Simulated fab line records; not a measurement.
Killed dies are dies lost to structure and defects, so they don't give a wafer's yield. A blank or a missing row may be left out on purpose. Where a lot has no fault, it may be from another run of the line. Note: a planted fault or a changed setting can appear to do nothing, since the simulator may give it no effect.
Matching of chambers + flow nand harc + cmp-01 running NHARC_A_M0_CMP_23: 4 sister chambers
The step polishes, t overpolish 20 s, target thk 113.75 nm. 14 wafers are shown with their chamber, then 6 later ones without.

## EACH WAFER AND ITS CHAMBER
| wafer  | chamber | time to endpoint s (s) | motor current A (A) |
|--------|---------|------------------------|---------------------|
| L895.2 | 1       | 26.0                   | 11.3                |
| L895.3 | 0       | 26.9                   | 12.8                |
| L895.5 | 1       | 28.7                   | 11.4                |
| L896.3 | 1       | 29.3                   | 11.4                |
| L896.5 | 1       | 27.6                   | 11.4                |
| L896.6 | 0       | 26.1                   | 11.5                |
| L900.3 | 2       | 32.0                   | 11.4                |
| L900.4 | 0       | 27.6                   | 12.3                |
| L900.6 | 3       | 32.2                   | 12.2                |
| L901.2 | 2       | 31.4                   | 11.2                |
| L901.4 | 1       | 28.2                   | 11.9                |
| L901.6 | 1       | 28.6                   | 11.4                |
| L905.2 | 0       | 25.2                   | 11.3                |
| L905.3 | 2       | 30.7                   | 10.4                |

SIGNATURES, as means of the wafers listed above
| reading            | chamber 0 | chamber 1 | chamber 2 | chamber 3 | scatter within a chamber |
|--------------------|-----------|-----------|-----------|-----------|--------------------------|
| time to endpoint s | 26.450    | 28.067    | 31.367    | 32.200    | 1.04                     |
| motor current A    | 11.975    | 11.467    | 11.000    | 12.200    | 0.475                    |
Rule: for a wafer and a chamber, the distance is found by dividing, reading by reading, the gap between the wafer's reading and the chamber's mean by the reading's scatter, squaring, summing and taking the root. If the next closest chamber is less than 2 further off than the closest, the wafer can't be placed; otherwise it belongs to the closest. The scatter: take each reading less its chamber's mean, square it, sum over the shown wafers, divide by the number of wafers less the number of chambers, and take the root.

## WAFERS MISSING THEIR CHAMBER
| wafer  | time to endpoint s (s) | motor current A (A) |
|--------|------------------------|---------------------|
| L905.5 | 27.8                   | 11.0                |
| L908.2 | 28.8                   | 13.1                |
| L908.3 | 33.0                   | 11.1                |
| L908.6 | 26.6                   | 12.4                |
| L914.5 | 25.3                   | 11.6                |
| L914.6 | 24.6                   | 11.8                |

## WHICH CHAMBER EACH WENT THROUGH
| wafer  | from the rows above               | in truth |
|--------|-----------------------------------|----------|
| L905.5 | can't be placed: 1 or 0           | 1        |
| L908.2 | can't be placed: 0 or 1 or 3 or 2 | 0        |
| L908.3 | can't be placed: 2 or 3           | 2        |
| L908.6 | can't be placed: 0 or 1           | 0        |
| L914.5 | can't be placed: 0 or 1           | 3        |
| L914.6 | can't be placed: 0 or 1           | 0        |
Correctly placed: 0 of 6. Not placeable from these rows: 6 (in 5, the candidates include the true chamber). Number placed wrongly: 0.
